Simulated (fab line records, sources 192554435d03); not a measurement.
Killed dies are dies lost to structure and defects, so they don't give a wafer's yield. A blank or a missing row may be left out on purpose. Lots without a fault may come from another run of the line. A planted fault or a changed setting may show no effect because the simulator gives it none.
Split-lot experiment | flow n5_finfet | 7 lots, 21 wafers read, on a route of 1938 steps

THE SPLIT
At N5_BEOL_M6_EXPOSE_25 (exposes mask V5, target cd 40 nm), the setting dose_mj was moved away from the recipe's 45 on 10 of the 21 wafers read, by -7.2% to +3.0%. The other wafers ran this setting at the recipe's value.

FROM THE SPLIT TO THE READING: what the file shows between them, 2 steps
- N5_BEOL_M6_PEB_26: peb time 60 s
- N5_BEOL_M6_DEVELOP_27: develop time 30 s

THE READING
cd_nm, in nm, at N5_BEOL_M6_CD_MEAS_28 (target cd 40 nm). Fault-free wafers of this fab line usually give 40.03 nm, standard deviation 0.24 nm.

wafer  | tool, chamber at the split | dose_mj as run | against the recipe | cd_nm, nm | against lot-mates on the recipe
L079.3 | euv_scanner-02, 0          | 43.71          | -2.9%              | 39.36     | -0.82
L079.5 | euv_scanner-02, 0          | 43.71          | -2.9%              | 39.10     | -1.08
L079.6 | euv_scanner-02, 0          | 45             | recipe             | 40.18     | -
L086.2 | euv_scanner-02, 0          | 43.39          | -3.6%              | 39.22     | -0.70
L086.3 | euv_scanner-02, 0          | 45             | recipe             | 39.92     | -
L086.6 | euv_scanner-02, 0          | 43.39          | -3.6%              | 39.15     | -0.77
L088.2 | euv_scanner-02, 0          | 45             | recipe             | 40.36     | -
L088.4 | euv_scanner-02, 0          | 45             | recipe             | 39.89     | -
L088.6 | euv_scanner-02, 0          | 45             | recipe             | 39.88     | -
L091.1 | euv_scanner-02, 0          | 45             | recipe             | 40.29     | -
L091.4 | euv_scanner-02, 0          | 42.35          | -5.9%              | 38.67     | -1.43
L091.6 | euv_scanner-02, 0          | 45             | recipe             | 39.91     | -
L092.1 | euv_scanner-01, 0          | 46.36          | +3.0%              | 40.97     | +1.14
L092.3 | euv_scanner-01, 0          | 45             | recipe             | 39.83     | -
L092.6 | euv_scanner-01, 0          | 46.36          | +3.0%              | 40.49     | +0.66
L095.2 | euv_scanner-01, 0          | 45.89          | +2.0%              | 40.77     | +0.89
L095.4 | euv_scanner-01, 0          | 45             | recipe             | 39.88     | -
L095.5 | euv_scanner-01, 0          | 45.89          | +2.0%              | 40.01     | +0.13
L097.3 | euv_scanner-02, 0          | 45             | recipe             | 39.86     | -
L097.4 | euv_scanner-02, 0          | 45             | recipe             | 40.66     | -
L097.5 | euv_scanner-02, 0          | 41.78          | -7.2%              | 38.53     | -1.73

THE FIT
A straight line over all 21 wafers: cd_nm changes by +0.227 nm for each +1% of dose_mj; r = +0.92; the points scatter about the line by 0.26 nm.
The same after taking each lot's own level away (the mean of its wafers on the recipe; 21 wafers): +0.255 nm for each +1%; r = +0.94; scatter 0.25 nm.
On that fit, the largest move of dose_mj shifts the reading by 1.8 nm.
The lots' own levels span 39.830 to 40.260 nm, that is 1.8 times the standard deviation above.
So the lot-to-lot level changes the slope: the two fits differ.
Check: with one of the wafers moved furthest among these (-7.2%) left out of the fit, the line predicts -1.84 nm for it against its lot-mates. It came out at -1.73 nm against them.

THE WHOLE CHAIN: every reading that the file lists as answering this split, in the file's order
step                   | what it does                                                        | reading                                                        | change (the file's fit)               | r (the file's)
N5_BEOL_M6_CD_MEAS_28  | target cd 40 nm                                                     | cd_nm                                                          | +0.249 nm for each +1% of the setting | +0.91
N5_BEOL_M6_DESCUM_33   | chemistry O2, time 7 s                                              | BEOL_M6.cd_nm (the simulator's own value, which no gauge read) | +0.272 nm for each +1% of the setting | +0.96
N5_BEOL_M6_ETCH_66     | etches SOC in N2/H2, target depth 80 nm, overetch 16 nm, time 120 s | BEOL_M6.cd_nm (the simulator's own value, which no gauge read) | +0.282 nm for each +1% of the setting | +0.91
N5_BEOL_M6_VIA_ETCH_34 | etches SiCOH lowk in C4F6/O2, target depth 126.3 nm, time 50.9 s    | BEOL_M6.cd_nm (the simulator's own value, which no gauge read) | +0.288 nm for each +1% of the setting | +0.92

THE FILE'S OWN FIT
cd_nm changes by +0.249 nm for each +1% of dose_mj, r = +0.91.
